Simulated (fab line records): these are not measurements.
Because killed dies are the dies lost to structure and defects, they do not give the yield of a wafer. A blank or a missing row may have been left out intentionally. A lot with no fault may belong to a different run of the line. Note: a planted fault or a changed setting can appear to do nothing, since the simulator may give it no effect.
The tool behind it: which one?	flow n5-finfet	Sampling: 9 lots, 26 wafers, 6 of 1938 route steps

== WHAT THE GAUGES READ, wafer by wafer ==
N5_BEOL_M1_OVL_MEAS_12. Usual: M1_OVL typically reads 0.0 nm, with standard deviation 0.7.
lot	measured	on	M1_OVL (nm)	flag
L730	day 6 00:50	overlay-02	0.0 -0.4 0.0	
L734	day 7 05:30	overlay-01	0.6 0.7 -0.4	
L736	day 7 14:08	overlay-02	-0.6 -0.6 -0.1	
L741	day 9 01:48	overlay-02	0.3 0.1	
L743	day 9 11:48	overlay-01	-0.2 0.2 1.0	
L744	day 9 16:11	overlay-02	11.9 11.8 12.8	OFF
L748	day 10 11:30	overlay-01	13.0 12.3 13.2	OFF
L750	day 11 03:43	overlay-01	-0.2 0.4 0.3	
L752	day 11 11:38	overlay-01	1.1 1.3 1.0	

N5_BEOL_M4_RC_MEAS_101. Usual: DIBL_N 36.9 mV/V, standard deviation 1.7; DIBL_P 37.3 mV/V, standard deviation 2.3; IOFF_N 0.16 nA/um, standard deviation 0.033; IOFF_P 0.22 nA/um, standard deviation 0.04; ION_N 673 uA/um, standard deviation 12; ION_P 463 uA/um, standard deviation 8; SS_N 71.6 mV/dec, standard deviation 0.58; SS_P 73.4 mV/dec, standard deviation 0.74; VT_N 250 mV, standard deviation 3.2; VT_P -250 mV, standard deviation 3.4.
lot	measured	on	DIBL_N (mV/V)	DIBL_P (mV/V)	IOFF_N (nA/um)	IOFF_P (nA/um)	ION_N (uA/um)	ION_P (uA/um)	SS_N (mV/dec)	SS_P (mV/dec)	VT_N (mV)	VT_P (mV)	flag
L730	day 7 21:47	prober-01	38.3 39.7 36.7	40.6 42.2 38.1	0.22 0.25 0.18	0.29 0.33 0.24	691 681 675	471 473 467	71.8 73.0 72.2	74.1 74.5 73.4	247 243 250	-247 -244 -248	
L734	day 9 02:05	prober-01	38.5 35.9 35.7	38.0 34.2 33.9	0.19 0.13 0.14	0.23 0.18 0.17	677 656 658	456 452 446	72.2 71.5 71.7	73.7 72.1 72.0	247 252 253	-252 -255 -257	
L736	day 9 13:07	prober-02	36.4 37.5 35.8	38.5 39.4 37.3	0.17 0.19 0.16	0.25 0.26 0.23	664 675 666	460 465 461	72.0 71.8 71.3	73.9 73.2 73.3	248 248 248	-251 -251 -249	
L741	day 11 02:36	prober-01	38.1 36.4	37.6 37.6	0.16 0.15	0.21 0.22	661 681	458 473	71.7 71.1	73.0 73.7	249 250	-251 -247	
L743	day 11 14:33	prober-01	38.1 38.3 38.3	38.6 38.1 37.8	0.20 0.19 0.18	0.26 0.25 0.24	680 689 686	467 469 465	71.4 71.6 72.5	74.6 73.7 73.2	246 245 245	-248 -248 -248	
L744	day 11 14:55	prober-02	38.1 38.0 36.9	37.7 36.8 36.9	0.17 0.17 0.17	0.26 0.22 0.24	676 674 699	469 462 477	71.7 71.7 71.6	73.6 73.1 73.4	250 248 249	-247 -252 -249	
L748	day 12 07:57	prober-01	36.9 36.1 35.7	35.1 35.2 34.5	0.13 0.13 0.13	0.20 0.20 0.19	654 661 661	456 458 453	71.3 71.1 71.7	73.8 73.1 73.3	256 254 252	-252 -251 -251	
L750	day 13 16:40	prober-02	37.1 34.8 32.6	37.2 35.2 31.7	0.18 0.14 0.10	0.22 0.18 0.15	677 677 650	461 458 449	71.6 70.7 69.9	74.7 72.4 72.3	246 252 257	-251 -254 -259	
L752	day 13 19:45	prober-02	38.6 39.3 37.7	39.3 39.4 38.0	0.18 0.18 0.14	0.24 0.23 0.21	673 669 661	459 459 453	71.7 72.6 72.0	73.9 74.4 73.8	252 251 255	-252 -253 -255	

== TOOL THAT RAN EACH LOT (tool first, then ch and the chambers of the sampled wafers, then the start) ==
lot	N5_BEOL_M0_SURFACE_TREAT_137	N5_BEOL_M0_ANNEAL_135	N5_BEOL_M1_EXPOSE_08	N5_BEOL_M1_ETCH_63
L730	pvd-sputter-01, day 5 20:39	pvd-sputter-02, day 5 22:57	euv-scanner-02 ch 0, day 6 00:41	rie-diel-04 ch 0,1,2, day 6 00:59
L734	pvd-sputter-03, day 7 00:58	pvd-sputter-02, day 7 01:29	euv-scanner-02 ch 0, day 7 05:21	rie-diel-05 ch 0,1,3, day 7 05:39
L736	pvd-sputter-03, day 7 09:26	pvd-sputter-01, day 7 10:01	euv-scanner-01 ch 0, day 7 13:58	rie-diel-05 ch 1,2, day 7 14:15
L741	pvd-sputter-01, day 8 22:06	pvd-sputter-01, day 8 22:37	euv-scanner-01 ch 0, day 9 01:38	rie-diel-05 ch 1,2, day 9 01:56
L743	pvd-sputter-01, day 9 03:58	pvd-sputter-01, day 9 06:14	euv-scanner-02 ch 0, day 9 11:38	rie-diel-05 ch 0,2, day 9 12:33
L744	pvd-sputter-02, day 9 12:34	pvd-sputter-01, day 9 13:04	euv-scanner-01 ch 0, day 9 16:02	rie-diel-03 ch 0,1, day 9 16:25
L748	pvd-sputter-01, day 10 08:24	pvd-sputter-01, day 10 09:01	euv-scanner-01 ch 0, day 10 11:20	rie-diel-03 ch 0,2, day 10 11:49
L750	pvd-sputter-03, day 11 00:53	pvd-sputter-03, day 11 01:29	euv-scanner-02 ch 0, day 11 03:33	rie-diel-04 ch 2,3, day 11 03:50
L752	pvd-sputter-01, day 11 09:01	pvd-sputter-03, day 11 09:44	euv-scanner-02 ch 0, day 11 11:29	rie-diel-04 ch 0,2,3, day 11 11:56
- N5_BEOL_M0_SURFACE_TREAT_137
- N5_BEOL_M0_ANNEAL_135: time 60 s.
- N5_BEOL_M1_EXPOSE_08: exposes mask M1.
- N5_BEOL_M1_ETCH_63: etches SiARC in CF4, target depth 15.6 nm, time 26 s.

== AS READ BY THE TOOLS THEMSELVES (means over the sampled wafers that have a number; for cases with no such wafer, the mark the record gives instead) ==
N5_BEOL_M0_ANNEAL_135. Usual: heater-power-w at 798 W, with a standard deviation of 67.
lot	tool	heater-power-w (W)	flag
L730	pvd-sputter-02	821	
L734	pvd-sputter-02	804	
L736	pvd-sputter-01	866	
L741	pvd-sputter-01	858	
L743	pvd-sputter-01	864	
L744	pvd-sputter-01	853	
L748	pvd-sputter-01	865	
L750	pvd-sputter-03	747	
L752	pvd-sputter-03	709	

N5_BEOL_M1_ETCH_63. Usual: bias-w 35.99 W, standard deviation 0.098; drypump-motor-current-A 5.6 A, standard deviation 0.43; etch-rf-on-time-s 25.9 s, standard deviation 0.56; mfc-ar-sccm 100.0 sccm, standard deviation 0.3; oes-product-au 0.68 a.u., standard deviation 0.077; rf-vpp-V 183.9 V, standard deviation 1.1; showerhead-plenum-p-Torr 2.12 Torr, standard deviation 0.074; throttle-valve-pct 15.54 %, standard deviation 0.24.
lot	tool	bias-w (W)	drypump-motor-current-A (A)	etch-rf-on-time-s (s)	mfc-ar-sccm (sccm)	oes-product-au (a.u.)	rf-vpp-V (V)	showerhead-plenum-p-Torr (Torr)	throttle-valve-pct (%)	flag
L730	rie-diel-04	35.92	5.4	25.3	100.0	0.67	184.0	2.08	15.63	
L734	rie-diel-05	35.92	5.6	26.0	99.8	0.72	183.6	2.10	15.36	
L736	rie-diel-05	36.04	5.6	26.1	99.8	0.64	184.1	2.08	15.49	
L741	rie-diel-05	35.94	5.7	26.2	99.7	0.64	183.8	2.09	15.57	
L743	rie-diel-05	35.98	5.9	26.0	100.0	0.72	183.8	2.11	15.34	
L744	rie-diel-03	36.01	5.2	25.6	100.1	0.74	184.7	2.20	15.63	
L748	rie-diel-03	35.89	5.9	26.9	99.7	0.59	183.8	2.09	15.79	
L750	rie-diel-04	35.97	5.3	25.8	99.8	0.69	183.6	2.20	15.31	
L752	rie-diel-04	36.00	5.6	25.7	100.0	0.69	184.2	2.13	15.50	

== THE ANSWER, worked out from the rows above alone ==
Rule: lot off if the mean of its wafers having a number is beyond 3 standard deviations from the usual mean. A lot without any number at a reading at which 4 lots or more have one is off too. The other lots that the step has rows for count as sound. The gauges are gone through in route order, then the tools' own readings, and for those a lot's mean is taken as printed above. The first step at which some lot is off is used, and at that step the reading that is off furthest; a lot without a number counts as furthest.
Off: L744, L748, at N5_BEOL_M1_OVL_MEAS_12 (M1_OVL).
A tool fits if, at a process step before that reading, it ran every lot that is off, and no sound lot after the first of them. The gauges at N5_BEOL_M1_OVL_MEAS_12 are tried like those tools. 2 tools fit, pvd-sputter-01 at N5_BEOL_M0_ANNEAL_135 and euv-scanner-01 at N5_BEOL_M1_EXPOSE_08, so this cannot tell which one it is.

== WHAT HAD BEEN PUT IN BY THE SIMULATOR ==
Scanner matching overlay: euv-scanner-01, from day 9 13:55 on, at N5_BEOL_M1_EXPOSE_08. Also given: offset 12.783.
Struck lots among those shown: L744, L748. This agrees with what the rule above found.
